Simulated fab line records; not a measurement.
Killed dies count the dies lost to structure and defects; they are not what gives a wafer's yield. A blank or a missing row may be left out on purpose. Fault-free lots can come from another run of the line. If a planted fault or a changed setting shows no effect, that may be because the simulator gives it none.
fab line records	flow n5Finfet
record: lots: 5	wafers: 15	lastDay: 18
route steps=1938 shown BEOL_M4@1055 PASSIVATION@1936
lots that met no fault: from a run of the same line without faults
startH: hours from the record's opening day to when the first of the lot's shown wafers began	waitH: how many hours have passed since the lot's step before this one	" same as the row above	L1.1+2: a single row standing in for several wafers	- no value, or no start was given	* or withheld: withheld	< > ~ a bound
route shown NAME@n: a module of which the file shows steps, and the number in the route of the first	usual: mean and standard deviation over wafers with no fault	same: alike in all rows	chamber/n: place in a boat	sites: each site's reading	_std_site: standard deviation across them	_edge_site: outer sites' mean less inner sites'	radiusMm: how far each site lies from the wafer's centre	mask NAME#n: copy n	behind: the tool/chamber that last shaped the wafer	hold: why the lot went on hold/how many hours it stayed there/how the hold came to an end	device: the n, p or np transistor that did not switch	end of line: the same wafers' tests at the end of the route	for a step that has no rows: nothing shown but its recipe	killed: not the wafer's yield, but the dies lost to structure and defects at the first sort	map: a wafer's dies, x killed, . not, _ none there
set.NAME: the run value of the setting; set.NAME@STEP: its run value at that earlier step	model.NAME: the simulator's own value behind a step, which no gauge read
a table for each step, a row for each wafer; lots at some steps of the route
services: when a tool's chamber went out of use (startH, in hours from the record's first day, below 0 if earlier), for how many hours, and the reason
== steps ==
step: N5_BEOL_M4_DEVELOP_27
recipe: developTimeS: 30	developer: TMAH	resist: CAR-EUV	rinseLiquid: surfactantRinse	dry: airSpin	devTempC: 23
step: N5_BEOL_M4_DESCUM_33
recipe: chemistry: O2	timeS: 7	sourcePowerW: 50	biasPowerW: 20	pressureMtorr: 20	rfFrequencyHz: 2.712e+07	tempC: 40	resist: CAR-EUV	o2FlowSccm: 225
step: N5_BEOL_M4_ETCH_77
recipe: chemistry: N2/H2	target: underlayer	targetDepthA: 65	maskMaterial: CAR-EUV	timeS: 5.2	ionEnergyEv: 200	pressureMtorr: 30	sourceW: 840	biasW: 150	n2FlowSccm: 200	h2FlowSccm: 200	ends: cleared
step: N5_BEOL_M4_ETCH_69
recipe: chemistry: CF4	target: SiARC	targetDepthA: 156	maskMaterial: CAR-EUV	timeS: 26	ionEnergyEv: 80	pressureMtorr: 40	sourceW: 545	biasW: 36	Ar_flow_sccm: 100	cf4FlowSccm: 100	ends: cleared
step: N5_BEOL_M4_ALD_98
recipe: material: SiO2	targetThkA: 25	tempC: 100	aldPrecursorFamily: BDEAS	aldCoReactant: O2-plasma	pulseTimeS: 1	coReactantPulseTimeS: 1	purgeTimeS: 2	coReactantPurgeTimeS: 2	aldCycles: 17	pressureTorr: 2
step: N5_BEOL_M4_ETCHBACK_99
recipe: chemistry: CHF3	target: SiO2	targetDepthA: 50	timeS: 10.4	sourceW: 215	biasW: 47	Ar_flow_sccm: 200	CHF3_flow_sccm: 12	ionEnergyEv: 100	pressureMtorr: 30
step: N5_BEOL_M4_ETCH_70
recipe: chemistry: N2/H2	target: SOC	targetDepthA: 800	overetchA: 240	maskMaterial: SiARC	tempC: 40	timeS: 130	ionEnergyEv: 200	pressureMtorr: 30	sourceW: 840	biasW: 150	n2FlowSccm: 200	h2FlowSccm: 200
step: N5_BEOL_M4_STRIP_71
recipe: chemistry: N2/H2	tempC: 40	n2FlowSccm: 200	h2FlowSccm: 200	rfFrequencyHz: 6e+07
step: N5_BEOL_M4_STRIP_78
recipe: chemistry: N2/H2	tempC: 40	n2FlowSccm: 200	h2FlowSccm: 200	rfFrequencyHz: 6e+07
step: N5_BEOL_M4_VIA_ETCH_34
recipe: chemistry: C4F6/O2	targetDepthA: 694	maskMaterial: SOC	pressureMtorr: 15	ionEnergyEv: 250	taperDeg: 4	timeS: 65.9	sourceW: 350	biasW: 170	Ar_flow_sccm: 300	C4F6_flow_sccm: 10	O2_flow_sccm: 10
usual: drypumpMotorCurrentA: 5.5/0.5	oes_f_703_au: 0.81/0.084	oesProductAu: 0.82/0.091	rfVppV: 673/11	showerheadPlenumPTorr: 2.81/0.093	throttleValvePct: 30.7/0.41
lot.wafer	tool	chamber	startH	waitH	drypumpMotorCurrentA	oes_f_703_au	oesProductAu	rfHoursCounterH	rfVppV	showerheadPlenumPTorr	throttleValvePct	model.etch.depthNm	model.SOC_of_BEOL_M4_COAT_67.thkNm
L339.1	rieDiel-04	2	239.98	0.0	5.1	0.88	0.90	34	665	2.77	30.6	70.54	52
L339.4	"	0	"	"	4.9	0.91	0.93	12	675	2.77	30.6	71.21	52.2
L339.5	"	1	"	"	6.0	0.70	0.71	-	684	2.93	31.3	69.09	52.2
L343.1	rieDiel-04	3	267.06	0.0	6.2	0.85	0.78	35	666	2.77	30.2	58.38	53
L343.2	"	2	"	"	5.1	0.86	0.79	46	665	2.77	30.6	60.07	52.8
L343.3	"	1	"	"	6.0	0.70	0.63	235	684	2.92	31.3	57.99	53.4
L344.2	rieDiel-04	0	281.73	0.0	4.9	0.89	0.82	18	675	2.77	30.5	59.59	53
L344.3	"	1	"	"	6.0	0.69	0.63	241	684	2.92	31.3	58.74	53.2
L344.4	"	3	"	"	6.2	0.85	0.76	41	667	2.76	30.2	58.02	53.2
L345.1	rieDiel-04	2	284.93	0.0	5.1	0.85	0.78	54	663	2.77	30.6	59.49	53
L345.2	"	0	"	"	5.0	0.89	0.82	19	675	2.77	30.5	60.23	53.2
L345.5	"	1	"	"	6.0	0.70	0.63	-	682	2.92	31.3	58.4	53.2
L348.3	rieDiel-03	2	316.69	0.0	5.8	0.90	0.90	17	696	2.78	30.3	68.66	52
L348.5	"	0	"	"	6.1	0.82	0.82	-	685	2.76	31.1	70.02	51.6
L348.6	"	1	"	"	5.3	0.77	0.77	-	683	2.74	30.4	68.01	51.8
step: N5_BEOL_M4_STRIP_83
recipe: chemistry: C4F6/O2	resist: SiARC	rfFrequencyHz: 6e+07
step: N5_BEOL_M4_RC_MEAS_101
usual: DIBL_N: 35.8/1.5	DIBL_P: 35.9/1.8	IOFF_N: 0.152/0.025	IOFF_P: 0.21/0.031	ION_N: 672/11	ION_P: 462/7.4	SS_N: 71.5/0.52	SS_P: 73.2/0.54	VT_N: 250/3	VT_P: -250/3.3
lot.wafer	tool	chamber	startH	waitH	DIBL_N[mV/V]	DIBL_P[mV/V]	IOFF_N[nA/um]	IOFF_P[nA/um]	ION_N[uA/um]	ION_P[uA/um]	SS_N[mV/dec]	SS_P[mV/dec]	VT_N[mV]	VT_P[mV]
L339.1	prober-01	0	246.32	0.0	35.7	35.7	0.149	0.20	672	463	71.2	73.1	250	-252
L339.4	"	0	"	"	33.6	33.1	0.120	0.17	662	451	71.3	72.5	252	-255
L339.5	"	0	"	"	34.6	34.6	0.135	0.18	679	467	71.5	72.9	251	-254
L343.1	prober-02	0	271.44	0.0	32.3	33.9	0.127	0.18	663	456	71.3	71.4	252	-251
L343.2	"	0	"	"	35.1	37.7	0.185	0.25	683	467	71.7	73.6	247	-248
L343.3	"	0	"	"	33.5	34.7	0.147	0.20	671	459	71.0	72.7	249	-250
L344.2	prober-02	0	285.99	0.2	34.3	35.6	0.129	0.20	669	464	71.0	73.1	256	-252
L344.3	"	0	"	"	34.3	36.2	0.141	0.21	676	466	70.4	73.1	252	-253
L344.4	"	0	"	"	36.2	38.6	0.161	0.24	677	468	71.2	73.8	250	-252
L345.1	prober-01	0	289.18	0.0	32.4	33.3	0.116	0.20	660	468	71.5	72.3	253	-248
L345.2	"	0	"	"	34.6	35.6	0.152	0.23	689	477	71.6	72.6	250	-247
L345.5	"	0	"	"	34.5	35.4	0.141	0.22	656	459	71.5	73.0	252	-245
L348.3	prober-02	0	321.31	0.3	33.7	33.5	0.125	0.17	660	456	71.3	72.7	253	-253
L348.5	"	0	"	"	36.9	36.4	0.165	0.21	670	455	72.2	72.7	251	-251
L348.6	"	0	"	"	32.6	32.1	0.106	0.16	652	455	71.2	72.3	255	-255
step: N5_PASSIVATION_PROBE_49
usual: defectLimitedYield: 91.7/1.7	killed_at_M0_to_M3: 34/10	killed_at_M4_up: 13/5.1	killedAtContacts: 12/6.2	killedAtFrontEnd: 36/12	killedAtOther: 3.2/2.6	killedDies: 98/20	killedOpen: 65/13	killedShort: 32/8.4	sort_bin_5_function: 4.8/1.1	sort_bin_6_memory: 3.2/0.74	sort_bin_8_speed: 0.00/0.012	sortNPass: 1082/20	sortYieldPct: 91.7/1.7
same: grossDies: 1180	killedAtBackSide: 0	sort_bin_4_leakage[%]: 0
lot.wafer	tool	chamber	startH	waitH	defectLimitedYield[%]	killed_at_M0_to_M3	killed_at_M4_up	killedAtContacts	killedAtFrontEnd	killedAtOther	killedDies	killedOpen	killedShort	sort_bin_5_function[%]	sort_bin_6_memory[%]	sort_bin_8_speed[%]	sortNPass	sortYieldPct[%]
L339.1	prober-02	-	353.79	0.0	90.0	36	11	17	50	4	118	75	43	5.7	4.1	0	1062	90.0
L339.4	prober-02	-	353.94	0.2	90.8	47	11	7	40	3	108	78	30	4.9	4.1	0	1072	90.8
L339.5	prober-02	-	353.99	0.2	90.6	45	13	12	39	2	111	79	32	6.9	2.5	0	1069	90.6
L343.1	prober-02	-	376.49	0.0	88.6	35	7	19	70	3	134	83	43	6.1	4.1	0	1046	88.6
L343.2	prober-02	-	376.54	0.1	89.1	44	14	7	61	3	129	83	46	5.8	4.6	0	1051	89.1
L343.3	prober-02	-	376.59	0.1	92.1	38	10	8	34	3	93	66	27	4.5	3.3	0	1087	92.1
L344.2	prober-02	-	381.95	0.1	90.1	52	14	14	35	2	117	80	36	5.8	4.0	0	1063	90.1
L344.3	prober-02	-	382.00	0.1	92.7	40	13	7	23	3	86	57	29	3.4	3.2	0	1094	92.7
L344.4	prober-02	-	382.05	0.2	93.1	23	18	10	30	1	82	55	25	4.2	2.6	0	1098	93.1
L345.1	prober-02	-	391.97	0.0	91.0	63	14	4	22	3	106	75	29	6.0	2.9	0	1074	91.0
L345.2	prober-02	-	392.02	0.1	93.2	37	13	4	23	3	80	53	25	3.8	2.7	0	1100	93.2
L345.5	prober-02	-	392.17	0.2	92.3	39	23	8	13	8	91	59	31	4.0	3.4	0	1089	92.3
L348.3	prober-01	-	434.26	0.1	91.2	28	11	29	36	0	104	62	42	4.7	4.2	0	1076	91.2
L348.5	prober-01	-	434.36	0.2	87.5	49	18	31	40	10	148	99	40	6.6	5.0	0	1032	87.5
L348.6	prober-01	-	434.41	0.3	91.4	31	19	25	24	3	102	68	33	5.3	3.1	0.08	1077	91.3
killed by level:class
L339.1 FIN_SAQP:geometricParticle:short=13 MOL_CONTACT_COAG:geometricParticle:open=13 BEOL_M0_SAQP:geometricParticle:open=11 FIN_SAQP:geometricParticle:open=10 STI_FIN_REVEAL:geometricParticle:open=10 BEOL_M0_SAQP:geometricParticle:short=10 DUMMY_GATE:geometricParticle:open=8 BEOL_M4:geometricParticle:open=7
L339.4 BEOL_M1:geometricParticle:open=13 FIN_SAQP:geometricParticle:open=11 BEOL_M0_SAQP:geometricParticle:short=9 BEOL_M2:geometricParticle:open=9 STI_FIN_REVEAL:geometricParticle:open=8 BEOL_M0_SAQP:geometricParticle:open=8 FIN_SAQP:geometricParticle:short=7 MOL_CONTACT_COAG:geometricParticle:open=6
L339.5 BEOL_M3:geometricParticle:open=13 MOL_CONTACT_COAG:geometricParticle:open=10 FIN_SAQP:geometricParticle:open=7 BEOL_M0_SAQP:geometricParticle:open=7 BEOL_M2:geometricParticle:open=7 BEOL_M0_SAQP:geometricParticle:short=6 STI_FIN_REVEAL:geometricParticle:open=5 BEOL_M1:geometricParticle:open=5
L343.1 BEOL_M2:geometricParticle:open=15 FIN_SAQP:geometricParticle:short=14 MOL_CONTACT_COAG:geometricParticle:open=14 STI_FIN_REVEAL:geometricParticle:open=13 FIN_SAQP:geometricParticle:open=10 GATE_CUT:geometricParticle:short=8 HKMG_FIN:areaEtch=8 BEOL_M0_SAQP:geometricParticle:open=7
L343.2 BEOL_M2:geometricParticle:open=13 FIN_SAQP:geometricParticle:short=11 GATE_CUT:geometricParticle:short=11 BEOL_M0_SAQP:geometricParticle:open=11 FIN_SAQP:geometricParticle:open=8 STI_FIN_REVEAL:geometricParticle:open=8 BEOL_M4:geometricParticle:open=6 BEOL_M5:geometricParticle:open=6
L343.3 BEOL_M0_SAQP:geometricParticle:open=13 STI_FIN_REVEAL:geometricParticle:open=8 MOL_CONTACT_COAG:geometricParticle:open=7 GATE_CUT:geometricParticle:short=7 BEOL_M0_SAQP:geometricParticle:short=7 BEOL_M1:geometricParticle:open=6 BEOL_M4:geometricParticle:open=6 FIN_SAQP:geometricParticle:open=5
L344.2 BEOL_M0_SAQP:geometricParticle:open=19 BEOL_M0_SAQP:geometricParticle:short=12 MOL_CONTACT_COAG:geometricParticle:open=11 BEOL_M2:geometricParticle:open=11 FIN_SAQP:geometricParticle:open=7 STI_FIN_REVEAL:geometricParticle:open=6 FIN_SAQP:geometricParticle:short=5 BEOL_M1:geometricParticle:open=5
L344.3 BEOL_M2:geometricParticle:open=12 BEOL_M0_SAQP:geometricParticle:short=9 MOL_CONTACT_COAG:geometricParticle:open=7 BEOL_M0_SAQP:geometricParticle:open=6 BEOL_M4:geometricParticle:short=6 BEOL_M1:geometricParticle:open=5 STI_FIN_REVEAL:geometricParticle:open=4 GATE_CUT:geometricParticle:short=4
L344.4 MOL_CONTACT_COAG:geometricParticle:open=8 FIN_SAQP:geometricParticle:short=6 BEOL_M0_SAQP:geometricParticle:short=6 DUMMY_GATE:geometricParticle:open=5 STI_FIN_REVEAL:geometricParticle:open=5 BEOL_M2:geometricParticle:open=5 BEOL_M4:geometricParticle:open=5 FIN_SAQP:geometricParticle:open=4
L345.1 BEOL_M2:geometricParticle:open=16 BEOL_M0_SAQP:geometricParticle:open=14 BEOL_M0_SAQP:geometricParticle:short=10 BEOL_M1:geometricParticle:open=10 BEOL_M3:geometricParticle:open=6 MOL_CONTACT_COAG:geometricParticle:open=4 BEOL_M2:geometricParticle:short=4 BEOL_M4:geometricParticle:open=4
L345.2 BEOL_M1:geometricParticle:open=9 BEOL_M0_SAQP:geometricParticle:short=8 GATE_CUT:geometricParticle:open=6 BEOL_M0_SAQP:geometricParticle:open=6 BEOL_M3:geometricParticle:open=6 BEOL_M7:geometricParticle:open=4 MOL_CONTACT_COAG:geometricParticle:open=3 STARTING-WAFER:geometricParticle:open=3
L345.5 BEOL_M0_SAQP:geometricParticle:short=14 BEOL_M4:geometricParticle:open=13 MOL_CONTACT_COAG:geometricParticle:open=7 BEOL_M0_SAQP:geometricParticle:open=7 FIN_SAQP:geometricParticle:open=4 BEOL_M2:geometricParticle:open=4 BEOL_M3:geometricParticle:open=4 PASS1_CAP:geometricParticle:open=4
L348.3 MOL_CONTACT_COAG:geometricParticle:open=20 MOL_CONTACT_COAG:geometricParticle:short=9 STI_FIN_REVEAL:geometricParticle:open=8 STI_FIN_REVEAL:geometricParticle:short=5 BEOL_M0_SAQP:geometricParticle:short=5 BEOL_M2:geometricParticle:open=5 BEOL_M4:geometricParticle:open=5 FIN_SAQP:geometricParticle:short=4
L348.5 MOL_CONTACT_COAG:geometricParticle:open=27 BEOL_M2:geometricParticle:open=11 BEOL_M3:geometricParticle:open=10 HKMG_FIN:areaEtch=9 BEOL_M0_SAQP:geometricParticle:short=8 STI_FIN_REVEAL:geometricParticle:open=7 BEOL_M0_SAQP:geometricParticle:open=6 BEOL_M4:geometricParticle:open=6
L348.6 MOL_CONTACT_COAG:geometricParticle:open=13 MOL_CONTACT_COAG:geometricParticle:short=12 BEOL_M4:geometricParticle:open=10 DUMMY_GATE:geometricParticle:open=7 BEOL_M1:geometricParticle:open=7 BEOL_M0_SAQP:geometricParticle:short=6 BEOL_M0_SAQP:geometricParticle:open=5 BEOL_M2:geometricParticle:open=4
== services ==
tool	chamber	startH	hours	kind
rieDiel-03	0	222.41	3.9	repair
rieDiel-04	0	244.97	22.3	repair
rieDiel-03	2	251.38	-	clean
rieDiel-03	2	251.38	-	consumableReplace:focusRing
rieDiel-03	2	251.38	17.0	scheduledDown
rieDiel-03	2	251.38	17.0	ventCycle
rieDiel-04	1	305.74	-	clean
rieDiel-04	1	305.74	-	consumableReplace:focusRing
rieDiel-04	1	305.74	17.1	scheduledDown
rieDiel-04	1	305.74	17.1	ventCycle
== key ==
firstSign none at tools or gauges
modelEffect: step: N5_BEOL_M4_VIA_ETCH_34	value: etch.depthNm	without: 69.6	struck: 58.99
metAt N5_BEOL_M4_VIA_ETCH_34
struckWafers L343.1,L343.2,L343.3,L344.2,L344.3,L344.4,L345.1,L345.2,L345.5
onsetBetween 239.98 267.06
fault: kind: processParameterDrift	tool: rieDiel-04	chamber: -	onsetH: 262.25	steps: N5_BEOL_M4_VIA_ETCH_34	channel: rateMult	offset: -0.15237	shape: step	endH: 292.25
